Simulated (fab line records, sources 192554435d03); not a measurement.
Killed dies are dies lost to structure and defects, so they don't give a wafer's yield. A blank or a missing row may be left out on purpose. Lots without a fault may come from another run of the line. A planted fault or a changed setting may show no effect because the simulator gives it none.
Chamber matching | flow n5_finfet | N5_BEOL_M0_SAQP_PECVD_04 on pecvd-04: 3 sister chambers
The step deposits a-Si from SiH4/He, target thk 60 nm, time 60.2 s. 14 wafers are shown with their chamber, then 7 later ones without.

WAFERS WITH THEIR CHAMBER
wafer  | chamber | showerhead_plenum_p_Torr (Torr) | throttle_valve_pct (%) | heater_power_w (W)
L933.1 | 0       | 5.68                            | 17.8                   | 610
L933.3 | 2       | 5.75                            | 18.4                   | 604
L933.5 | 2       | 5.76                            | 18.2                   | 629
L937.1 | 2       | 5.75                            | 18.3                   | 653
L937.3 | 0       | 5.69                            | 17.8                   | 596
L937.6 | 2       | 5.77                            | 18.1                   | 659
L938.1 | 1       | 5.66                            | 19.6                   | 714
L938.4 | 0       | 5.69                            | 18.0                   | 538
L938.6 | 1       | 5.65                            | 19.3                   | 701
L941.3 | 0       | 5.68                            | 18.2                   | 592
L941.4 | 1       | 5.66                            | 19.5                   | 719
L941.6 | 2       | 5.76                            | 18.2                   | 651
L942.2 | 2       | 5.78                            | 18.4                   | 594
L942.4 | 0       | 5.66                            | 17.8                   | 597

SIGNATURES (means of the wafers above)
reading                  | chamber 0 | chamber 1 | chamber 2 | scatter within a chamber
showerhead_plenum_p_Torr | 5.6800    | 5.6567    | 5.7617    | 0.0111
throttle_valve_pct       | 17.920    | 19.467    | 18.267    | 0.15
heater_power_w           | 586.60    | 711.33    | 631.67    | 25.4
Rule: a wafer's distance from a chamber is the root of the sum, over the readings, of the square of ((its reading less the chamber's mean) divided by the reading's scatter). The wafer belongs to the nearest chamber; if the next one is less than 2 further off, it can't be placed. The scatter: the root of (the sum of the squares of (reading less its chamber's mean) over the shown wafers, divided by (wafers less chambers)).

WAFERS WITHOUT THEIR CHAMBER
wafer  | showerhead_plenum_p_Torr (Torr) | throttle_valve_pct (%) | heater_power_w (W)
L942.5 | 5.75                            | 18.3                   | 578
L947.1 | 5.67                            | 18.0                   | 569
L947.2 | 5.65                            | 19.4                   | 709
L947.3 | 5.67                            | 19.6                   | 715
L953.4 | 5.74                            | 16.9                   | 693
L953.5 | 5.67                            | 19.5                   | 699
L953.6 | 5.67                            | 18.0                   | 546

WHICH CHAMBER EACH WENT THROUGH
wafer  | from the rows above     | in truth
L942.5 | 2                       | 2
L947.1 | 0                       | 0
L947.2 | 1                       | 1
L947.3 | 1                       | 1
L953.4 | can't be placed: 2 or 0 | 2
L953.5 | 1                       | 1
L953.6 | 0                       | 0
Placed correctly: 6 of 7. Can't be placed from these rows: 1 (the true chamber is among the candidates in 1). Placed wrongly: 0.
